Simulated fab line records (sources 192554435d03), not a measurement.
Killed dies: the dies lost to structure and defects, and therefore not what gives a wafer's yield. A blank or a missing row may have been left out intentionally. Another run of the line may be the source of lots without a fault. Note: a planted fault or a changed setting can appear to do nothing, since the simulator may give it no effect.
Commonality check across tools | flow n5-finfet | Sampled: 7 lots, 20 wafers

## THE REASON FOR OPENING IT
Flagged at N5_BEOL_M10_OCD_MEAS_38: reading trench-depth-nm, on 3 of 7 lots. Fault-free wafers read 148 nm, with a standard deviation of 3.1.
Rule: flag the lot when none of its wafers has a number, or when each of its wafers that has one lies beyond 4 standard deviations from that mean. All remaining lots are regarded as sound.

lot  | measured     | on     | trench-depth-nm (nm), wafer by wafer | flag
L835 | day 9 15:07  | ocd-01 | 152 142 143                          |
L839 | day 10 11:13 | ocd-01 | 152 152 144                          |
L841 | day 10 21:48 | ocd-01 | 152 152 150                          |
L846 | day 12 17:26 | ocd-02 | 145 148                              |
L848 | day 13 04:55 | ocd-02 | 102 106 107                          | FLAGGED
L850 | day 13 08:25 | ocd-02 | 98 103 98                            | FLAGGED
L849 | day 13 16:03 | ocd-01 | 102 102 103                          | FLAGGED
The mean of the flagged lots' numbers is 102 nm, -46 nm from the usual (-15 standard deviations).

## EACH LOT AND THE TOOL IT RAN ON
3 process steps preceding the reading are held in the record, out of 1938 steps in the route. Cell contents, in order: the tool; ch with the chambers the sampled wafers went through; the start.
lot  | flag    | N5_BEOL_M10_ETCH_62                | N5_BEOL_M10_ETCH_65                | N5_BEOL_M10_TRENCH_ETCH_37
L835 |         | rie-diel-01 ch 0,1, day 9 13:46    | rie-diel-05 ch 0,1, day 9 14:40    | rie-diel-05 ch 0,1, day 9 14:56
L839 |         | rie-diel-01 ch 0,1,3, day 10 09:50 | rie-diel-05 ch 0,1,2, day 10 10:45 | rie-diel-05 ch 0,1,2, day 10 11:02
L841 |         | rie-diel-04 ch 1,2,3, day 10 19:05 | rie-diel-05 ch 0,2,3, day 10 21:21 | rie-diel-05 ch 0,2,3, day 10 21:37
L846 |         | rie-diel-04 ch 3, day 12 15:41     | rie-diel-04 ch 1,3, day 12 16:59   | rie-diel-04 ch 1,3, day 12 17:16
L848 | FLAGGED | rie-diel-01 ch 1,3, day 13 01:38   | rie-diel-01 ch 1,3, day 13 04:28   | rie-diel-01 ch 1,3, day 13 04:44
L850 | FLAGGED | rie-diel-05 ch 2,3, day 13 06:11   | rie-diel-05 ch 0,1, day 13 07:58   | rie-diel-05 ch 0,1, day 13 08:14
L849 | FLAGGED | rie-diel-01 ch 0,2,3, day 13 14:38 | rie-diel-01 ch 1,2, day 13 15:35   | rie-diel-01 ch 1,2, day 13 15:52
These steps, and what they do:
- N5_BEOL_M10_ETCH_62: etches SOC in N2/H2, target depth 110 nm, overetch 22 nm, time 165 s.
- N5_BEOL_M10_ETCH_65: etches SiARC in CF4, target depth 39 nm, time 65 s.
- N5_BEOL_M10_TRENCH_ETCH_37: etches SiCOH lowk in C4F6/O2, target depth 148.83 nm, time 48 s.
- N5_BEOL_M10_OCD_MEAS_38

## FLAGGED AGAINST TOTAL, ONE TOOL AT A TIME (gauges that did the reading follow at the end)
step                       | tool        | lots run | flagged | share of the flagged lots | sound lots run after its first flagged lot
N5_BEOL_M10_ETCH_62        | rie-diel-01 | 4        | 2       | some                      | 0
N5_BEOL_M10_ETCH_62        | rie-diel-04 | 2        | 0       | none                      | -
N5_BEOL_M10_ETCH_62        | rie-diel-05 | 1        | 1       | some                      | 0
N5_BEOL_M10_ETCH_65        | rie-diel-01 | 2        | 2       | some                      | 0
N5_BEOL_M10_ETCH_65        | rie-diel-04 | 1        | 0       | none                      | -
N5_BEOL_M10_ETCH_65        | rie-diel-05 | 4        | 1       | some                      | 0
N5_BEOL_M10_TRENCH_ETCH_37 | rie-diel-01 | 2        | 2       | some                      | 0
N5_BEOL_M10_TRENCH_ETCH_37 | rie-diel-04 | 1        | 0       | none                      | -
N5_BEOL_M10_TRENCH_ETCH_37 | rie-diel-05 | 4        | 1       | some                      | 0
N5_BEOL_M10_OCD_MEAS_38    | ocd-01      | 4        | 1       | some                      | 0
N5_BEOL_M10_OCD_MEAS_38    | ocd-02      | 3        | 2       | some                      | 0

## WHAT THE TABLE ALLOWS
No row of the table ran every flagged lot.

## WHAT HAD BEEN PUT IN BY THE SIMULATOR
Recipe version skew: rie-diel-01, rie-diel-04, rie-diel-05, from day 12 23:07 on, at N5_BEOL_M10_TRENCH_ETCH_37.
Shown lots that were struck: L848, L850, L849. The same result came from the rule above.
